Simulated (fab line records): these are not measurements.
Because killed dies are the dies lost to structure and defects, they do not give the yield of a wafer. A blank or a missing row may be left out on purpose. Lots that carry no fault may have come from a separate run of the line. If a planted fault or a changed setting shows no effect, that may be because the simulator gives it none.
Chamber matching    flow nand-harc    NHARC_A_CHANNEL_FILL_D2_STRIP_28 on rie-diel-08 has 4 sister chambers
The step strips in O2, time 20 s. 4 wafers are shown with their chamber, then 7 later ones without.

## EACH WAFER AND ITS CHAMBER
wafer   chamber  drypump-motor-current-A (A)
L078.4  0        6.2
L087.5  3        5.8
L094.1  2        5.3
L094.4  1        5.8

## WAFERS MISSING THEIR CHAMBER
wafer   drypump-motor-current-A (A)
L094.6  6.2
L093.1  5.7
L093.5  6.2
L093.6  5.8
L097.1  5.8
L097.2  6.1
L097.4  5.7

## CHAMBER TAKEN BY EACH
wafer   from the rows above      in truth
L094.6  0                        0
L093.1  can't be placed: 1 or 3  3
L093.5  0                        0
L093.6  can't be placed: 1 or 3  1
L097.1  can't be placed: 1 or 3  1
L097.2  0                        0
L097.4  can't be placed: 1 or 3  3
Correct placement for 3 of the 7. Cannot be placed on the basis of these rows: 4; the candidates contain the true chamber in 4. 0 placed wrongly.
How it was worked out, from the rows above alone: a wafer's distance from a chamber is the root of the sum, over the readings, of the square of ((its reading less the chamber's mean) divided by the reading's scatter). If the next closest chamber is less than 2 further off than the closest, the wafer can't be placed; otherwise it belongs to the closest. Each chamber's mean is taken over the wafers shown for it. The scatter: root of mean squared gap, hidden wafer to nearest shown wafer, with one shown wafer a chamber.
